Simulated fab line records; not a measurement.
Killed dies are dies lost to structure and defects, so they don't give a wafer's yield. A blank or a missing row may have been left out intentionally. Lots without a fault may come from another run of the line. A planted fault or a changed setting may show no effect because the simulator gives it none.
fab line records -- flow nandHarc
[record] lots = 6, wafers = 18, lastDay = 24
route steps=1159 shown P_START@1 P_ZERO_WELL@2
lots with no fault: from the same line, run without faults
startH: the number of hours between the record's first day and the start of the first shown wafer of the lot -- waitH: hours from the lot's prior step to this one -- " identical to the entry in the row above -- L1.1+2: several wafers, shown together as one row -- - either no value or no given start -- * or withheld: withheld -- < > ~ a bound
route shown NAME@n: NAME is a module with steps in the file, n the number in the route of the first one -- usual: mean/standard deviation of fault-free wafers -- same: alike in all rows -- chamber/n: place in a boat -- sites: readings site by site -- _std_site: standard deviation across them -- _edge_site: the outer-site mean with the inner-site mean subtracted -- radiusMm: for every site, how far away it sits from the centre of the wafer -- mask NAME#n: copy n -- behind: tool/chamber where the wafer was last shaped -- hold: cause of the lot's hold/its duration in hours/its outcome -- device: names the non-switching transistor (n, p or np) -- end of line: the same wafers' tests at the end of the route -- for a step that has no rows: nothing shown but its recipe -- killed: the dies lost at the first sort to structure and to defects; this is not the yield of the wafer -- map: dies across one wafer; x = killed, . = not, _ = none there
set.NAME: the setting as run; set.NAME@STEP: as run at that earlier step -- model.NAME: the simulator's own value behind a step, which no gauge read
lots seen at some steps along the route; tables by step, rows by wafer
services: from which hour (startH, from the record's first day; less than 0 if before it) a tool's chamber was out of use, for how many hours, and why
[[steps]]
[step NHARC_P_START_INSPECT_01]
[usual] rawDefectCount = 3.1/1.9
lot.wafer,tool,chamber,startH,waitH,rawDefectCount
L126.2,defectInspect-02,-,54.04,-,4
L126.3,defectInspect-02,-,54.04,-,3
L126.6,defectInspect-02,-,54.04,-,4
L131.3,defectInspect-02,-,84.04,-,3
L131.4,defectInspect-02,-,84.04,-,8
L131.5,defectInspect-02,-,84.04,-,5
L133.2,defectInspect-02,-,96.04,-,5
L133.4,defectInspect-02,-,96.04,-,2
L133.6,defectInspect-02,-,96.04,-,3
L139.1,defectInspect-02,-,132.04,-,4
L139.4,defectInspect-02,-,132.04,-,3
L139.6,defectInspect-02,-,132.04,-,3
L140.2,defectInspect-02,-,138.04,-,4
L140.4,defectInspect-02,-,138.04,-,2
L140.6,defectInspect-02,-,138.04,-,3
L142.2,defectInspect-01,-,150.04,-,3
L142.3,defectInspect-01,-,150.04,-,1
L142.4,defectInspect-01,-,150.04,-,2
[step NHARC_P_ZERO_WELL_PRECLEAN_00]
[recipe] timeS = 600, tempC = 120, chemistry = SPM
[step NHARC_P_ZERO_WELL_SRD_01]
[step NHARC_P_ZERO_WELL_PECVD_02]
[recipe] targetThkA = 100, tempC = 400, pressureTorr = 6.5, rfW = withheld, teosFlowSccm = withheld, flowSccm = 2650, targetThkNm = 10, gas = O2, material = SiO2
[step NHARC_P_ZERO_WELL_DEHYDRATE_03]
[recipe] tempC = 150, timeS = 120
[step NHARC_P_ZERO_WELL_HMDS_04]
[recipe] timeS = 30
[step NHARC_P_ZERO_WELL_COAT_64]
[recipe] tempC = 200, timeS = 65
[step NHARC_P_ZERO_WELL_COAT_05]
[recipe] spinRpm = 2000, resistThkNm = 600
[step NHARC_P_ZERO_WELL_SOFTBAKE_06]
[recipe] tempC = 125, timeS = 70
[step NHARC_P_ZERO_WELL_EBR_07]
[step NHARC_P_ZERO_WELL_EXPOSE_08]
[recipe] na = 0.55, targetCdNm = 500, doseMj = 33.8, maskId = P_ZERO
[step NHARC_P_ZERO_WELL_PEB_09]
[recipe] pebTempC = 128, pebTimeS = 80
[usual] heaterPowerTotalW = 189.7/0.8, plateTempC = 128.00/0.13
lot.wafer,tool,chamber,startH,waitH,heaterPowerTotalW,plateTempC
L126.2,lithoTrack-05,0,55.02,0.1,189.0,127.99
L126.3,lithoTrack-05,0,55.02,0.1,189.2,127.92
L126.6,lithoTrack-05,0,55.02,0.1,190.7,128.06
L131.3,lithoTrack-03,0,85.23,0.1,188.9,128.22
L131.4,lithoTrack-03,0,85.23,0.1,188.7,127.98
L131.5,lithoTrack-03,0,85.23,0.1,188.5,128.17
L133.2,lithoTrack-07,0,97.63,0.1,190.7,127.89
L133.4,lithoTrack-07,0,97.63,0.1,189.1,128.16
L133.6,lithoTrack-07,0,97.63,0.1,189.1,128.02
L139.1,lithoTrack-03,0,133.16,0.1,202.3,134.43
L139.4,lithoTrack-03,0,133.16,0.1,201.9,134.34
L139.6,lithoTrack-03,0,133.16,0.1,203.6,134.55
L140.2,lithoTrack-03,0,139.15,0.1,203.3,134.53
L140.4,lithoTrack-03,0,139.15,0.1,203.0,134.43
L140.6,lithoTrack-03,0,139.15,0.1,203.5,134.60
L142.2,lithoTrack-05,0,151.28,0.1,190.3,127.89
L142.3,lithoTrack-05,0,151.28,0.1,190.8,127.84
L142.4,lithoTrack-05,0,151.28,0.1,189.3,128.13
[step NHARC_P_ZERO_WELL_DEVELOP_10]
[recipe] timeS = 50, devTempC = 22
[step NHARC_P_ZERO_WELL_CD_MEAS_11]
[recipe] targetCdNm = 500, landingEnergyEv = 500
[usual] cdNm = 499.9/2.5
lot.wafer,tool,chamber,startH,waitH,cdNm
L126.2,cdSem-03,0,55.11,-,504.0
L126.3,cdSem-03,0,55.11,-,502.6
L126.6,cdSem-03,0,55.11,-,499.0
L131.3,cdSem-03,0,85.32,-,498.3
L131.4,cdSem-03,0,85.32,-,497.2
L131.5,cdSem-03,0,85.32,-,500.4
L133.2,cdSem-03,0,97.72,-,500.9
L133.4,cdSem-03,0,97.72,-,500.7
L133.6,cdSem-03,0,97.72,-,500.5
L139.1,cdSem-02,0,133.25,-,531.1
L139.4,cdSem-02,0,133.25,-,531.0
L139.6,cdSem-02,0,133.25,-,532.7
L140.2,cdSem-03,0,139.24,-,528.4
L140.4,cdSem-03,0,139.24,-,532.5
L140.6,cdSem-03,0,139.24,-,532.5
L142.2,cdSem-03,0,151.37,-,502.1
L142.3,cdSem-03,0,151.37,-,500.4
L142.4,cdSem-03,0,151.37,-,497.9
[step NHARC_P_ZERO_WELL_HARDBAKE_12]
[recipe] tempC = 118, timeS = 65
[[services]]
tool,chamber,startH,hours,kind
lithoTrack-07,-,36.73,-,consumableReplace:filter
lithoTrack-03,-,38.00,7.0,pm
lithoTrack-05,-,62.00,7.0,pm
[[key]]
[firstSign] step = NHARC_P_ZERO_WELL_PEB_09, reading = plateTempC, direction = up, sigmas = 50, usual = *, struck = *
[effect] step = NHARC_P_ZERO_WELL_PEB_09, reading = heaterPowerTotalW, direction = up, sigmas = 17, usual = *, struck = *
[effect] step = NHARC_P_ZERO_WELL_CD_MEAS_11, reading = cdNm, direction = up, sigmas = 13, usual = 499.9, struck = 531.4
metAt NHARC_P_ZERO_WELL_PEB_09
struckWafers L139.1,L139.4,L139.6,L140.2,L140.4,L140.6
rowsEnd L140.2
testerLeftOut L139,L140
onsetBetween 85.23 133.16
[fault] kind = processParameterDrift, tool = lithoTrack-03, chamber = -, onsetH = 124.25, steps = NHARC_P_ZERO_WELL_PEB_09, channel = pebTempC, offset = *, shape = step, endH = 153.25, actsIn = *, stated = *
// testerLeftOut: of these lots the tester's yield and bins aren't shown, on N5 and GAA mostly nor the transistor test; their killed dies are dies lost to structure and defects alone, not to doping, threshold or leakage, so they don't give the yield
// rowsEnd: these wafers met a further fault down the route, and their rows from its step on are left out
